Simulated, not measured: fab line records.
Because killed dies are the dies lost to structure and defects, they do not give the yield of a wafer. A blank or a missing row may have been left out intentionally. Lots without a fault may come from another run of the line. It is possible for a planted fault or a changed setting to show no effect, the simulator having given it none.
fab line records -- flow n5_finfet
[record] lots = 11, wafers = 33, last_day = 18
route steps=1938 shown WELL_APT@32 PMOS_HMC_CHANNEL_EPI@65 BEOL_M4@1111
lots untouched by any fault: they come from a run of this same line in which no faults occurred
start_h: hours from the record's opening day to when the first of the lot's shown wafers began -- wait_h: time in hours since the lot's previous step -- " unchanged from the row above -- L1.1+2: several wafers, shown together as one row -- - no value, or no start was given -- * or withheld: withheld -- < > ~ a bound
route shown NAME@n: a module of which the file shows steps, and the number in the route of the first -- usual: mean/standard deviation of fault-free wafers -- same: alike in all rows -- chamber/n: place in a boat -- sites: the reading at each site -- _std_site: the standard deviation of these -- _edge_site: outer sites' mean less inner sites' -- radius_mm: how far each site lies from the wafer's centre -- mask NAME#n: copy n -- behind: the last tool/chamber to shape the wafer -- hold: reason for holding the lot/hours on hold/outcome of the hold -- device: which transistor (n, p or np) failed to switch -- end of line: the tests these same wafers got at the end of their route -- step lacking rows: just its recipe -- killed: dies lost to structure and defects at the first sort, not the wafer's yield -- map: a wafer's dies, x killed, . not, _ none there
set.NAME: the setting the step ran with; set.NAME@STEP: the setting that earlier step ran with -- model.NAME: the simulator's own value behind a step, which no gauge read
one table for each step of the route and one row for each wafer, over a sample of lots
services: when a tool's chamber went out of use (start_h, in hours from the record's first day, below 0 if earlier), for how many hours, and the reason
[[steps]]
[step N5_WELL_APT_IMPLANT_14]
[recipe] species = P, energy_kev = 160, dose_cm2 = 1.5e+13, tilt_deg = 0, rotation_deg = 0
[usual] beam_energy_keV = 160.00/0.05
lot.wafer,tool,chamber,start_h,wait_h,beam_energy_keV
L631.3,implanter-01,0,14.11,0.1,160.01
L631.5,implanter-01,0,14.11,0.1,160.04
L631.6,implanter-01,0,14.11,0.1,159.97
L635.3,implanter-01,0,38.25,0.1,159.91
L635.4,implanter-01,0,38.25,0.1,159.98
L635.6,implanter-01,0,38.25,0.1,159.94
L636.2,implanter-02,0,43.99,0.1,159.99
L636.3,implanter-02,0,43.99,0.1,160.01
L636.4,implanter-02,0,43.99,0.1,160.01
L638.1,implanter-01,0,56.03,0.1,160.02
L638.4,implanter-01,0,56.03,0.1,159.96
L638.5,implanter-01,0,56.03,0.1,160.04
L639.1,implanter-02,0,62.35,0.1,160.02
L639.3,implanter-02,0,62.35,0.1,160.00
L639.4,implanter-02,0,62.35,0.1,160.09
L640.3,implanter-01,0,68.15,0.1,191.05
L640.5,implanter-01,0,68.15,0.1,191.21
L640.6,implanter-01,0,68.15,0.1,191.15
L641.2,implanter-01,0,74.03,0.1,191.14
L641.3,implanter-01,0,74.03,0.1,191.20
L641.5,implanter-01,0,74.03,0.1,191.09
L642.2,implanter-01,0,79.96,0.1,191.20
L642.3,implanter-01,0,79.96,0.1,191.15
L642.4,implanter-01,0,79.96,0.1,191.20
L644.1,implanter-02,0,92.45,0.1,159.97
L644.3,implanter-02,0,92.45,0.1,160.06
L644.6,implanter-02,0,92.45,0.1,159.99
L648.1,implanter-02,0,116.24,0.1,160.01
L648.2,implanter-02,0,116.24,0.1,160.02
L648.3,implanter-02,0,116.24,0.1,160.01
L654.2,implanter-01,0,152.02,0.1,160.00
L654.3,implanter-01,0,152.02,0.1,159.87
L654.5,implanter-01,0,152.02,0.1,159.97
[step N5_WELL_APT_INSPECT_38]
[recipe] inspect_instrument = darkfield, mode = post_epi
[usual] raw_defect_count = 14/5.5
lot.wafer,tool,chamber,start_h,wait_h,raw_defect_count
L631.3,defect_inspect-01,-,16.84,0.3,6
L631.5,defect_inspect-01,-,16.84,0.3,11
L631.6,defect_inspect-01,-,16.84,0.3,20
L635.3,defect_inspect-02,-,41.55,0.3,22
L635.4,defect_inspect-02,-,41.55,0.3,13
L635.6,defect_inspect-02,-,41.55,0.3,14
L636.2,defect_inspect-02,-,46.79,0.4,5
L636.3,defect_inspect-02,-,46.79,0.4,9
L636.4,defect_inspect-02,-,46.79,0.4,12
L638.1,defect_inspect-02,-,58.83,0.5,10
L638.4,defect_inspect-02,-,58.83,0.5,20
L638.5,defect_inspect-02,-,58.83,0.5,15
L639.1,defect_inspect-01,-,65.42,0.7,7
L639.3,defect_inspect-01,-,65.42,0.7,18
L639.4,defect_inspect-01,-,65.42,0.7,17
L640.3,defect_inspect-01,-,70.74,0.3,24
L640.5,defect_inspect-01,-,70.74,0.3,19
L640.6,defect_inspect-01,-,70.74,0.3,20
L641.2,defect_inspect-02,-,76.98,0.6,14
L641.3,defect_inspect-02,-,76.98,0.6,9
L641.5,defect_inspect-02,-,76.98,0.6,10
L642.2,defect_inspect-01,-,83.28,0.4,15
L642.3,defect_inspect-01,-,83.28,0.4,21
L642.4,defect_inspect-01,-,83.28,0.4,18
L644.1,defect_inspect-01,-,95.28,0.5,20
L644.3,defect_inspect-01,-,95.28,0.5,21
L644.6,defect_inspect-01,-,95.28,0.5,17
L648.1,defect_inspect-02,-,119.77,0.5,11
L648.2,defect_inspect-02,-,119.77,0.5,14
L648.3,defect_inspect-02,-,119.77,0.5,10
L654.2,defect_inspect-02,-,155.14,0.4,12
L654.3,defect_inspect-02,-,155.14,0.4,12
L654.5,defect_inspect-02,-,155.14,0.4,16
[step N5_PMOS_HMC_CHANNEL_EPI_CD_MEAS_09]
[recipe] target_cd_nm = 237.4, landing_energy_ev = 500, detector = se_inlens
[usual] cd_nm = 237.3/1.1
[same] landing_energy_ev = 500
lot.wafer,tool,chamber,start_h,wait_h,cd_nm
L631.3,cd_sem-03,0,17.28,-,239.5
L631.5,cd_sem-03,0,17.28,-,237.7
L631.6,cd_sem-03,0,17.28,-,237.1
L635.3,cd_sem-03,0,41.87,-,237.0
L635.4,cd_sem-03,0,41.87,-,235.6
L635.6,cd_sem-03,0,41.87,-,237.0
L636.2,cd_sem-02,0,47.25,-,237.9
L636.3,cd_sem-02,0,47.25,-,237.6
L636.4,cd_sem-02,0,47.25,-,238.8
L638.1,cd_sem-02,0,59.28,-,236.2
L638.4,cd_sem-02,0,59.28,-,235.9
L638.5,cd_sem-02,0,59.28,-,235.8
L639.1,cd_sem-02,0,65.86,-,236.0
L639.3,cd_sem-02,0,65.86,-,238.3
L639.4,cd_sem-02,0,65.86,-,237.2
L640.3,cd_sem-02,0,71.19,-,237.1
L640.5,cd_sem-02,0,71.19,-,235.7
L640.6,cd_sem-02,0,71.19,-,235.9
L641.2,cd_sem-01,0,77.42,-,235.9
L641.3,cd_sem-01,0,77.42,-,236.5
L641.5,cd_sem-01,0,77.42,-,236.9
L642.2,cd_sem-01,0,83.60,-,235.8
L642.3,cd_sem-01,0,83.60,-,237.1
L642.4,cd_sem-01,0,83.60,-,238.1
L644.1,cd_sem-01,0,95.72,-,238.7
L644.3,cd_sem-01,0,95.72,-,236.1
L644.6,cd_sem-01,0,95.72,-,236.4
L648.1,cd_sem-03,0,120.08,-,237.9
L648.2,cd_sem-03,0,120.08,-,237.5
L648.3,cd_sem-03,0,120.08,-,237.1
L654.2,cd_sem-03,0,155.46,-,239.2
L654.3,cd_sem-03,0,155.46,-,238.0
L654.5,cd_sem-03,0,155.46,-,239.1
[step N5_PMOS_HMC_CHANNEL_EPI_INSPECT_11]
[recipe] mode = adi, inspect_instrument = macro
[usual] raw_defect_count = 2/1.4
lot.wafer,tool,chamber,start_h,wait_h,raw_defect_count
L631.3,defect_inspect-02,-,17.33,0.0,3
L631.5,defect_inspect-02,-,17.33,0.0,3
L631.6,defect_inspect-02,-,17.33,0.0,2
L635.3,defect_inspect-01,-,41.92,0.0,0
L635.4,defect_inspect-01,-,41.92,0.0,1
L635.6,defect_inspect-01,-,41.92,0.0,2
L636.2,defect_inspect-02,-,47.30,0.0,5
L636.3,defect_inspect-02,-,47.30,0.0,1
L636.4,defect_inspect-02,-,47.30,0.0,4
L638.1,defect_inspect-02,-,59.33,0.0,1
L638.4,defect_inspect-02,-,59.33,0.0,1
L638.5,defect_inspect-02,-,59.33,0.0,2
L639.1,defect_inspect-02,-,65.91,0.0,1
L639.3,defect_inspect-02,-,65.91,0.0,3
L639.4,defect_inspect-02,-,65.91,0.0,2
L640.3,defect_inspect-02,-,71.24,0.0,3
L640.5,defect_inspect-02,-,71.24,0.0,2
L640.6,defect_inspect-02,-,71.24,0.0,2
L641.2,defect_inspect-02,-,77.48,0.0,3
L641.3,defect_inspect-02,-,77.48,0.0,0
L641.5,defect_inspect-02,-,77.48,0.0,1
L642.2,defect_inspect-02,-,83.65,0.0,5
L642.3,defect_inspect-02,-,83.65,0.0,2
L642.4,defect_inspect-02,-,83.65,0.0,4
L644.1,defect_inspect-01,-,95.77,0.0,2
L644.3,defect_inspect-01,-,95.77,0.0,4
L644.6,defect_inspect-01,-,95.77,0.0,0
L648.1,defect_inspect-01,-,120.14,0.0,3
L648.2,defect_inspect-01,-,120.14,0.0,3
L648.3,defect_inspect-01,-,120.14,0.0,1
L654.2,defect_inspect-02,-,155.51,0.0,1
L654.3,defect_inspect-02,-,155.51,0.0,0
L654.5,defect_inspect-02,-,155.51,0.0,1
[step N5_BEOL_M4_RC_MEAS_101]
[usual] DIBL_N = 36.4/1.6, DIBL_P = 36.2/1.8, IOFF_N = 0.159/0.029, IOFF_P = 0.21/0.034, ION_N = 670/12, ION_P = 459/8.2, RS_NWELL = 1038/6.7, SS_N = 71.5/0.59, SS_P = 73.2/0.54, VT_N = 250/3.3, VT_P = -250/3.7
lot.wafer,tool,chamber,start_h,wait_h,DIBL_N[mV/V],DIBL_P[mV/V],IOFF_N[nA/um],IOFF_P[nA/um],ION_N[uA/um],ION_P[uA/um],RS_NWELL[ohm/sq],SS_N[mV/dec],SS_P[mV/dec],VT_N[mV],VT_P[mV]
L631.3,prober-02,0,188.80,0.3,35.8,37.4,0.150,0.20,673,460,1038,71.2,73.4,248,-251
L631.5,prober-02,0,188.80,0.3,36.6,37.3,0.153,0.20,659,447,1035,71.3,73.6,251,-252
L631.6,prober-02,0,188.80,0.3,36.6,37.5,0.164,0.21,671,459,1037,71.5,73.1,251,-254
L635.3,prober-01,0,211.86,0.3,37.4,39.1,0.216,0.26,689,473,1032,71.9,73.9,241,-246
L635.4,prober-01,0,211.86,0.3,34.0,34.9,0.136,0.20,673,460,1035,70.8,73.1,251,-253
L635.6,prober-01,0,211.86,0.3,35.3,35.5,0.154,0.19,667,454,1032,71.1,73.5,250,-253
L636.2,prober-02,0,217.85,0.2,33.8,34.1,0.128,0.17,663,456,1027,71.1,72.2,251,-250
L636.3,prober-02,0,217.85,0.2,38.0,39.1,0.205,0.24,686,462,1047,72.1,73.4,247,-246
L636.4,prober-02,0,217.85,0.2,36.7,37.2,0.165,0.19,679,464,1040,71.7,73.5,248,-254
L640.3,prober-01,0,225.27,0.3,38.3,37.5,0.176,0.27,669,462,944,71.5,74.3,248,-245
L640.5,prober-01,0,225.27,0.3,38.0,36.8,0.173,0.24,692,473,945,71.6,73.7,247,-248
L640.6,prober-01,0,225.27,0.3,38.2,37.1,0.184,0.26,678,468,945,71.8,74.1,247,-243
L638.1,prober-01,0,243.95,0.0,35.2,33.9,0.121,0.16,656,441,1045,71.2,73.0,254,-259
L638.4,prober-01,0,243.95,0.0,35.8,34.4,0.130,0.16,657,441,1052,71.6,72.5,257,-258
L638.5,prober-01,0,243.95,0.0,37.1,36.6,0.148,0.19,664,452,1049,71.6,73.4,252,-256
L641.2,prober-02,0,251.78,0.2,37.8,38.0,0.182,0.23,673,463,952,71.8,73.8,250,-252
L641.3,prober-02,0,251.78,0.2,37.7,36.4,0.181,0.19,684,456,948,72.6,73.7,249,-254
L641.5,prober-02,0,251.78,0.2,35.8,34.1,0.142,0.16,659,445,958,71.4,72.9,253,-255
L639.1,prober-01,0,256.60,0.0,35.4,35.6,0.146,0.17,671,458,1049,71.8,72.9,250,-255
L639.3,prober-01,0,256.60,0.0,34.2,34.4,0.130,0.15,657,442,1036,72.3,72.1,255,-256
L639.4,prober-01,0,256.60,0.0,36.1,38.2,0.167,0.20,672,455,1035,72.0,73.4,249,-251
L642.2,prober-01,0,260.05,0.2,36.5,36.5,0.153,0.20,663,457,945,71.3,73.3,250,-253
L642.3,prober-01,0,260.05,0.2,34.5,33.8,0.119,0.16,657,449,958,70.7,72.7,256,-254
L642.4,prober-01,0,260.05,0.2,36.1,36.9,0.135,0.20,658,459,947,70.6,73.9,253,-252
L644.1,prober-02,0,278.25,0.0,39.6,38.4,0.228,0.24,701,467,1038,72.1,73.0,246,-248
L644.3,prober-02,0,278.25,0.0,37.1,35.3,0.165,0.20,671,455,1025,71.9,73.3,248,-252
L644.6,prober-02,0,278.25,0.0,38.9,36.7,0.199,0.22,681,456,1040,71.9,73.1,248,-251
L648.1,prober-01,0,293.59,0.0,36.0,35.5,0.161,0.20,663,454,1039,71.7,72.9,253,-254
L648.2,prober-01,0,293.59,0.0,34.9,33.7,0.129,0.17,654,449,1050,71.8,72.5,257,-254
L648.3,prober-01,0,293.59,0.0,36.2,38.1,0.158,0.23,675,464,1042,72.1,73.4,253,-251
L654.2,prober-02,0,335.34,0.2,37.0,37.7,0.179,0.27,671,468,1044,72.1,73.9,248,-245
L654.3,prober-02,0,335.34,0.2,32.8,33.8,0.114,0.20,657,466,1027,70.8,72.3,255,-246
L654.5,prober-02,0,335.34,0.2,32.9,34.5,0.119,0.23,660,464,1035,70.8,73.0,249,-247
[[services]]
tool,chamber,start_h,hours,kind
implanter-01,-,3.73,0.6,repair
implanter-01,-,30.64,5.0,pm
implanter-02,-,81.45,4.2,pm
implanter-02,-,125.88,4.8,pm
[[key]]
[first_sign] step = N5_WELL_APT_IMPLANT_14, reading = beam_energy_keV, direction = up, sigmas = 99+, usual = 160.00, struck = 191.15
[effect] step = N5_BEOL_M4_RC_MEAS_101, reading = RS_NWELL, direction = down, sigmas = 13, usual = 1038, struck = 949
met_at N5_WELL_APT_IMPLANT_14
struck_lots L640,L641,L642
not_acting_at N5_WELL_APT_INSPECT_38,N5_PMOS_HMC_CHANNEL_EPI_CD_MEAS_09,N5_PMOS_HMC_CHANNEL_EPI_INSPECT_11
onset_between 56.03 68.15
[fault] kind = process_parameter_drift, tool = implanter-01, chamber = -, onset_h = 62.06, steps = N5_WELL_APT_IMPLANT_14, channel = energy_kev, offset = 31.144, shape = step, end_h = 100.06, acts_in = these_recipes_only, stated = 160
